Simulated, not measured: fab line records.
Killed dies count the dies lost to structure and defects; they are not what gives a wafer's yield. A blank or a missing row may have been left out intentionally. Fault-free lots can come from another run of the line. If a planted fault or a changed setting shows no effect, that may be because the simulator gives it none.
The tool behind it: which one? | flow n5_finfet | 26 wafers from 10 lots sampled at 4 of the route's 1938 steps

WHAT EACH GAUGE READ, for each wafer
Not one reading of a measure or inspect step in the record can be checked against a usual standard deviation.

TOOL THAT RAN EACH LOT (tool first, then ch and the chambers of the sampled wafers, then the start)
lot  | N5_BEOL_M9_DESCUM_33               | N5_BEOL_M9_ETCH_76                 | N5_BEOL_M9_ETCH_41                            | N5_BEOL_M9_CMP_52
L258 | rie_diel-04 ch 0,1, day 9 17:23    | rie_diel-04 ch 0,1, day 9 17:25    | rie_diel-04 ch 0,1, day 9 20:38 or earlier    | cmp-01 ch 0,3, day 9 20:38
L259 | rie_diel-03 ch 0,2, day 10 10:12   | rie_diel-03 ch 0,2, day 10 10:14   | rie_diel-03 ch 0,2, day 10 14:09 or earlier   | cmp-01 ch 0,2, day 10 14:09
L262 | rie_diel-04 ch 0,1,3, day 10 13:37 | rie_diel-04 ch 0,1,3, day 10 13:38 | rie_diel-04 ch 0,1,3, day 10 17:04 or earlier | cmp-04 ch 1,3, day 10 17:04
L268 | rie_diel-04 ch 1,2,3, day 12 07:43 | rie_diel-04 ch 1,2,3, day 12 07:45 | rie_diel-04 ch 1,2,3, day 12 10:23 or earlier | cmp-01 ch 0,1,3, day 12 10:23
L267 | rie_diel-03 ch 0,1,3, day 12 17:41 | rie_diel-03 ch 0,1,3, day 12 17:43 | rie_diel-03 ch 0,1,3, day 12 20:27 or earlier | cmp-04 ch 1,2, day 12 20:27
L269 | rie_diel-04 ch 2, day 13 03:17     | rie_diel-04 ch 2, day 13 03:19     | rie_diel-04 ch 2, day 13 06:01 or earlier     | cmp-01 ch 1,3, day 13 06:01
L277 | rie_diel-05 ch 1,2, day 14 19:33   | rie_diel-05 ch 1,2, day 14 19:34   | rie_diel-05 ch 1,2, day 14 22:20 or earlier   | cmp-01 ch 2,3, day 14 22:20
L278 | rie_diel-04 ch 0,1, day 15 10:14   | rie_diel-04 ch 0,1, day 15 10:17   | rie_diel-04 ch 0,1, day 15 12:39 or earlier   | cmp-01 ch 0,1, day 15 12:39
L281 | rie_diel-04 ch 1,2,3, day 15 12:43 | rie_diel-04 ch 1,2,3, day 15 12:46 | rie_diel-04 ch 1,2,3, day 15 17:11 or earlier | cmp-02 ch 1,2, day 15 17:11
L280 | rie_diel-05 ch 2,3, day 15 17:34   | rie_diel-05 ch 2,3, day 15 17:35   | rie_diel-05 ch 2,3, day 15 21:38 or earlier   | cmp-01 ch 1, day 15 21:38
- N5_BEOL_M9_DESCUM_33: chemistry O2, time 7 s.
- N5_BEOL_M9_ETCH_76: etches underlayer in N2/H2, target depth 6.5 nm, time 5.2 s.
- N5_BEOL_M9_ETCH_41: etches SiCN in CH3F/O2, target depth 36.6 nm, time 70.1 s.
- N5_BEOL_M9_CMP_52: polishes, stops on SiCOH lowk, t overpolish 7 s, target thk 140 nm.

AS READ BY THE TOOLS THEMSELVES (means over the sampled wafers that have a number; for cases with no such wafer, the mark the record gives instead)
N5_BEOL_M9_DESCUM_33. Usual: drypump_motor_current_A 5.6 A, standard deviation 0.44; oes_product_au 0.79 a.u., standard deviation 0.084; rf_vpp_V 243.0 V, standard deviation 1.6; showerhead_plenum_p_Torr 2.08 Torr, standard deviation 0.081; throttle_valve_pct 20.4 %, standard deviation 0.31.
lot  | tool        | drypump_motor_current_A (A) | oes_product_au (a.u.) | rf_vpp_V (V) | showerhead_plenum_p_Torr (Torr) | throttle_valve_pct (%) | flag
L258 | rie_diel-04 | 5.4                         | 0.73                  | 242.9        | 2.03                            | 20.4                   |
L259 | rie_diel-03 | 5.9                         | 0.70                  | 243.5        | 2.13                            | 20.8                   |
L262 | rie_diel-04 | 5.6                         | 0.78                  | 243.5        | 2.10                            | 20.3                   |
L268 | rie_diel-04 | 5.1                         | 0.83                  | 242.1        | 2.08                            | 20.2                   |
L267 | rie_diel-03 | 5.5                         | 0.81                  | 243.8        | 2.15                            | 20.6                   |
L269 | rie_diel-04 | 5.0                         | 0.71                  | 240.8        | 1.98                            | 20.4                   |
L277 | rie_diel-05 | 5.7                         | 0.71                  | 241.8        | 2.05                            | 20.6                   |
L278 | rie_diel-04 | 5.7                         | 0.84                  | 241.8        | 2.01                            | 20.4                   |
L281 | rie_diel-04 | 5.2                         | 0.79                  | 242.6        | 2.07                            | 20.2                   |
L280 | rie_diel-05 | 5.6                         | 0.73                  | 242.4        | 2.10                            | 20.8                   |

N5_BEOL_M9_ETCH_76. Usual: drypump_motor_current_A 5.6 A, standard deviation 0.45; etch_rf_on_time_s 5.17 s, standard deviation 0.13; oes_product_au 0.68 a.u., standard deviation 0.072; rf_vpp_V 523.5 V, standard deviation 2.7; showerhead_plenum_p_Torr 2.53 Torr, standard deviation 0.091; throttle_valve_pct 17.8 %, standard deviation 0.3.
lot  | tool        | drypump_motor_current_A (A) | etch_rf_on_time_s (s) | oes_product_au (a.u.) | rf_vpp_V (V) | showerhead_plenum_p_Torr (Torr) | throttle_valve_pct (%) | flag
L258 | rie_diel-04 | 5.5                         | 5.13                  | 0.63                  | 522.8        | 2.48                            | 17.9                   |
L259 | rie_diel-03 | 5.9                         | 5.37                  | 0.59                  | 523.6        | 2.56                            | 18.2                   |
L262 | rie_diel-04 | 5.6                         | 5.16                  | 0.67                  | 525.0        | 2.56                            | 17.8                   |
L268 | rie_diel-04 | 5.1                         | 5.11                  | 0.70                  | 524.1        | 2.53                            | 17.6                   |
L267 | rie_diel-03 | 5.5                         | 5.22                  | 0.69                  | 525.2        | 2.60                            | 18.0                   |
L269 | rie_diel-04 | 5.0                         | 5.14                  | 0.62                  | 520.8        | 2.42                            | 18.0                   |
L277 | rie_diel-05 | 5.7                         | 5.25                  | 0.60                  | 522.1        | 2.46                            | 17.9                   |
L278 | rie_diel-04 | 5.7                         | 5.08                  | 0.72                  | 521.0        | 2.47                            | 17.8                   |
L281 | rie_diel-04 | 5.1                         | 5.13                  | 0.67                  | 522.3        | 2.53                            | 17.7                   |
L280 | rie_diel-05 | 5.7                         | 5.16                  | 0.64                  | 524.0        | 2.52                            | 18.0                   |

N5_BEOL_M9_ETCH_41. Usual: drypump_motor_current_A 5.6 A, standard deviation 0.45; mfc_ar_sccm 150.0 sccm, standard deviation 0.5; oes_product_au 0.79 a.u., standard deviation 0.083; rf_vpp_V 297.2 V, standard deviation 1.8; showerhead_plenum_p_Torr 1.99 Torr, standard deviation 0.074; throttle_valve_pct 16.29 %, standard deviation 0.25.
lot  | tool        | drypump_motor_current_A (A) | mfc_ar_sccm (sccm) | oes_product_au (a.u.) | rf_vpp_V (V) | showerhead_plenum_p_Torr (Torr) | throttle_valve_pct (%) | flag
L258 | rie_diel-04 | 5.4                         | 150.2              | 0.73                  | 296.5        | 1.95                            | 16.44                  |
L259 | rie_diel-03 | 5.9                         | 149.7              | 0.70                  | 296.9        | 2.01                            | 16.62                  |
L262 | rie_diel-04 | 5.6                         | 150.0              | 0.78                  | 297.0        | 2.01                            | 16.25                  |
L268 | rie_diel-04 | 5.1                         | 150.3              | 0.82                  | 297.0        | 2.00                            | 16.09                  |
L267 | rie_diel-03 | 5.5                         | 148.9              | 0.82                  | 298.4        | 2.05                            | 16.41                  |
L269 | rie_diel-04 | 5.0                         | 150.3              | 0.72                  | 294.4        | 1.90                            | 16.37                  |
L277 | rie_diel-05 | 5.7                         | 150.1              | 0.71                  | 295.9        | 1.94                            | 16.34                  |
L278 | rie_diel-04 | 5.7                         | 149.6              | 0.83                  | 296.4        | 1.94                            | 16.30                  |
L281 | rie_diel-04 | 5.1                         | 150.3              | 0.79                  | 296.6        | 1.99                            | 16.15                  |
L280 | rie_diel-05 | 5.6                         | 149.2              | 0.73                  | 297.6        | 2.00                            | 16.52                  |

N5_BEOL_M9_CMP_52. Usual: barrier_field_endpoint_s 29.0 s, standard deviation 0.73; clearing_platen_down_force_psi 1.500 psi, standard deviation 0.0031; motor_current_A 6.0 A, standard deviation 0.45; overpolish_run_s 7.001 s, standard deviation 0.0094; platen_rpm 50.00 rpm, standard deviation 0.037; time_to_endpoint_s 66.3 s, standard deviation 2.8.
lot  | tool   | barrier_field_endpoint_s (s) | clearing_platen_down_force_psi (psi) | motor_current_A (A) | overpolish_run_s (s) | platen_rpm (rpm) | time_to_endpoint_s (s) | flag
L258 | cmp-01 | 29.1                         | 1.497                                | 5.7                 | 7.002                | 50.04            | 67.7                   |
L259 | cmp-01 | 30.2                         | 1.501                                | 5.3                 | 7.007                | 50.01            | 70.2                   |
L262 | cmp-04 | 28.3                         | 1.499                                | 6.5                 | 6.990                | 49.99            | 64.3                   |
L268 | cmp-01 | 30.4                         | 1.501                                | 6.1                 | 7.001                | 50.00            | 69.5                   |
L267 | cmp-04 | 29.2                         | 1.502                                | 6.5                 | 6.989                | 49.99            | 65.8                   |
L269 | cmp-01 | 28.6                         | 1.500                                | 6.1                 | 6.990                | 50.02            | 66.1                   |
L277 | cmp-01 | 22.5                         | 1.496                                | 5.6                 | 7.011                | 49.99            | 50.1                   | OFF
L278 | cmp-01 | 22.8                         | 1.497                                | 6.1                 | 6.989                | 50.02            | 52.9                   | OFF
L281 | cmp-02 | 28.1                         | 1.505                                | 6.1                 | 7.008                | 50.01            | 65.3                   |
L280 | cmp-01 | 21.7                         | 1.499                                | 6.2                 | 6.998                | 50.01            | 50.5                   | OFF

THE ANSWER, worked out from the rows above alone
Rule: a lot is off if the mean of its wafers that have a number lies more than 3 standard deviations from the usual mean. Also off: a lot with no number at a reading for which 4 or more lots have one. The other lots that the step has rows for count as sound. After the gauges, taken in route order, come the tools' own readings; for these a lot's mean is taken, as printed above. At the first step where some lot is off, the reading lying furthest off is the one used; lots without a number count as furthest.
Off at N5_BEOL_M9_CMP_52 (barrier_field_endpoint_s): L277, L278, L280.
A tool fits if, at that step or a process step before it, it ran every lot that is off, and no sound lot after the first of them. Because N5_BEOL_M9_ETCH_41 lacks a start for some lots, the hours and order of its lots are taken from N5_BEOL_M9_CMP_52. One fits: N5_BEOL_M9_CMP_52 on cmp-01. Its last sound lot is L269 (day 13 06:01), its first lot that is off L277 (day 14 22:20): a fault that began between those two fits.
The tool's own readings at N5_BEOL_M9_CMP_52 bear it out: on the lots that are off they differ by more than 5 times the standard deviation of the sound lots' means. barrier_field_endpoint_s reads 22.3 s there against 29.1 s on the sound lots; time_to_endpoint_s reads 51.2 s there against 67.0 s on the sound lots.

WHAT HAD BEEN PUT IN BY THE SIMULATOR
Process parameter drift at N5_BEOL_M9_CMP_52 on cmp-01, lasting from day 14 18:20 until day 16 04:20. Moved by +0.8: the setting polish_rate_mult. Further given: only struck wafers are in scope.
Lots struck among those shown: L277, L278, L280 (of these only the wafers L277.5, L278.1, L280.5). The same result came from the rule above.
